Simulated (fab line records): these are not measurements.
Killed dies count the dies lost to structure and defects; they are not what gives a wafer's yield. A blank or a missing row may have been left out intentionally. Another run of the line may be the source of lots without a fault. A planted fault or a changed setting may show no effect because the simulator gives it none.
Which tool is to blame?	flow nandHarc	13 lots, 39 wafers sampled, at 5 steps of a route of 1302

## WHAT THE GAUGES SHOWED, per wafer
NHARC_P_GATE_CD_MEAS_26: target cd 120 nm. Usual: 119.6 nm for cdNm, sd 0.7.
lot	measured	on	cdNm (nm)	flag
L253	day 5 03:59	cdSem-02	118.3 119.1 118.2	
L254	day 5 09:50	cdSem-02	120.5 119.8 120.2	
L255	day 5 18:14	cdSem-03	120.5 119.9 119.1	
L257	day 6 18:38	cdSem-03	120.8 119.8 119.3	
L256	day 6 19:17	cdSem-01	119.4 119.7 119.4	
L258	day 7 09:48	cdSem-03	120.1 119.3 119.1	
L268	day 11 09:49	cdSem-03	119.9 119.9 119.2	
L269	day 11 13:42	cdSem-03	120.2 120.4 119.7	
L272	day 12 20:48	cdSem-02	119.3 118.8 120.0	
L273	day 13 13:44	cdSem-03	119.7 118.8 119.8	
L274	day 13 16:30	cdSem-03	117.9 118.0 120.4	
L275	day 14 04:38	cdSem-02	118.2 119.7 118.9	
L276	day 14 11:52	cdSem-02	120.2 119.6 120.2	

NHARC_P_GATE_INSPECT_28. Usual: 6 for rawDefectCount, sd 3.
lot	measured	on	rawDefectCount	flag
L253	day 5 04:06	defectInspect-01	7 8 7	
L254	day 5 09:58	defectInspect-01	12 5 6	
L255	day 5 18:22	defectInspect-02	7 6 10	
L257	day 6 18:46	defectInspect-02	6 4 5	
L256	day 6 19:26	defectInspect-02	5 8 6	
L258	day 7 09:55	defectInspect-02	9 12 9	
L268	day 11 09:56	defectInspect-02	6 11 8	
L269	day 11 13:49	defectInspect-02	6 7 7	
L272	day 12 20:55	defectInspect-01	3 1 6	
L273	day 13 13:52	defectInspect-02	5 4 4	
L274	day 13 16:38	defectInspect-01	5 7 6	
L275	day 14 04:46	defectInspect-01	4 6 15	
L276	day 14 11:59	defectInspect-01	4 3 4	

NHARC_P_GATE_CD_MEAS_46: target cd 720 nm. Usual: 721 nm for cdNm, sd 3.1.
lot	measured	on	cdNm (nm)	flag
L253	day 5 15:52	cdSem-01	723 719 720	
L254	day 5 21:52	cdSem-01	722 724 723	
L255	day 6 06:19	cdSem-02	718 714 714	
L257	day 7 06:43	cdSem-02	721 722 717	
L256	day 7 07:20	cdSem-03	725 722 723	
L258	day 7 21:49	cdSem-02	700 701 702	OFF
L268	day 11 21:54	cdSem-02	722 722 725	
L269	day 12 01:41	cdSem-03	718 719 721	
L272	day 13 08:41	cdSem-02	723 725 723	
L273	day 14 01:42	cdSem-02	721 717 718	
L274	day 14 04:29	cdSem-01	721 722 722	
L275	day 14 16:40	cdSem-02	723 724 724	
L276	day 14 23:49	cdSem-01	718 720 715	

## WHAT TOOL EACH LOT RAN ON (gives the tool, then ch and the chambers of the sampled wafers, and finally the start)
lot	NHARC_P_GATE_HM_DEP_102	NHARC_P_GATE_EXPOSE_43
L253	aclDep-01 ch 0, day 5 02:32	krfScanner-03 ch 0, day 5 15:43
L254	aclDep-02 ch 0, day 5 08:44	krfScanner-01 ch 0, day 5 21:43
L255	aclDep-01 ch 0, day 5 17:02	krfScanner-03 ch 0, day 6 06:10
L257	aclDep-01 ch 0, day 6 17:24	krfScanner-01 ch 0, day 7 06:33
L256	aclDep-01 ch 0, day 6 17:56	krfScanner-02 ch 0, day 7 07:10
L258	aclDep-02 ch 0, day 7 08:34	krfScanner-01 ch 0, day 7 21:40
L268	aclDep-03 ch 0, day 11 08:28	krfScanner-03 ch 0, day 11 21:44
L269	aclDep-01 ch 0, day 11 12:27	krfScanner-01 ch 0, day 12 01:32
L272	aclDep-01 ch 0, day 12 19:27	krfScanner-02 ch 0, day 13 08:32
L273	aclDep-03 ch 0, day 13 12:24	krfScanner-03 ch 0, day 14 01:32
L274	aclDep-02 ch 0, day 13 15:10	krfScanner-01 ch 0, day 14 04:20
L275	aclDep-02 ch 0, day 14 03:25	krfScanner-01 ch 0, day 14 16:31
L276	aclDep-02 ch 0, day 14 10:31	krfScanner-01 ch 0, day 14 23:40
- NHARC_P_GATE_HM_DEP_102: deposits aC, target thk 120 nm.
- NHARC_P_GATE_EXPOSE_43: exposes mask P NSD, target cd 720 nm.

## WHAT THE TOOLS THEMSELVES READ (means of the sampled wafers that have a number; where no wafer has one, the mark that the record gives instead)
NHARC_P_GATE_HM_DEP_102. Usual: 34.998 % for throttleValvePct, sd 0.0082.
lot	tool	throttleValvePct (%)	flag
L253	aclDep-01	35.006	
L254	aclDep-02	34.999	
L255	aclDep-01	34.994	
L257	aclDep-01	34.990	
L256	aclDep-01	35.006	
L258	aclDep-02	34.995	
L268	aclDep-03	35.009	
L269	aclDep-01	35.006	
L272	aclDep-01	34.997	
L273	aclDep-03	35.002	
L274	aclDep-02	35.001	
L275	aclDep-02	35.001	
L276	aclDep-02	34.992	

NHARC_P_GATE_EXPOSE_43. Usual: reticleTempC 23.00 C, standard deviation 0.11; stageVelMmS 499.98 mm/s, standard deviation 0.22.
lot	tool	reticleTempC (C)	stageVelMmS (mm/s)	flag
L253	krfScanner-03	22.89	499.90	
L254	krfScanner-01	23.04	499.69	
L255	krfScanner-03	23.07	499.91	
L257	krfScanner-01	22.88	500.21	
L256	krfScanner-02	23.09	499.93	
L258	krfScanner-01	22.91	499.69	
L268	krfScanner-03	23.23	500.00	
L269	krfScanner-01	23.09	500.08	
L272	krfScanner-02	23.10	500.04	
L273	krfScanner-03	22.96	499.84	
L274	krfScanner-01	23.03	499.89	
L275	krfScanner-01	22.98	500.07	
L276	krfScanner-01	23.00	500.03	

## THE ANSWER, worked out from the rows above alone
Rule: a lot counts as off when the mean over its wafers that have a number is more than 3 standard deviations away from the usual mean. Also off: a lot with no number at a reading for which 4 or more lots have one. Any other lot the step has rows for is counted as sound. The gauges are gone through in route order, then the tools' own readings, and for those a lot's mean is taken as printed above. The first step at which some lot is off is used, and at that step the reading that is off furthest; a lot without a number counts as furthest.
Off, at NHARC_P_GATE_CD_MEAS_46 on cdNm: L258.
If a tool, at a process step before that reading, ran all the lots that are off and no sound lot after the first of them, it fits. Gauges at NHARC_P_GATE_CD_MEAS_46: tried the same way as those tools. No candidate that was tried fits.

## WHAT THE SIMULATOR PUT IN
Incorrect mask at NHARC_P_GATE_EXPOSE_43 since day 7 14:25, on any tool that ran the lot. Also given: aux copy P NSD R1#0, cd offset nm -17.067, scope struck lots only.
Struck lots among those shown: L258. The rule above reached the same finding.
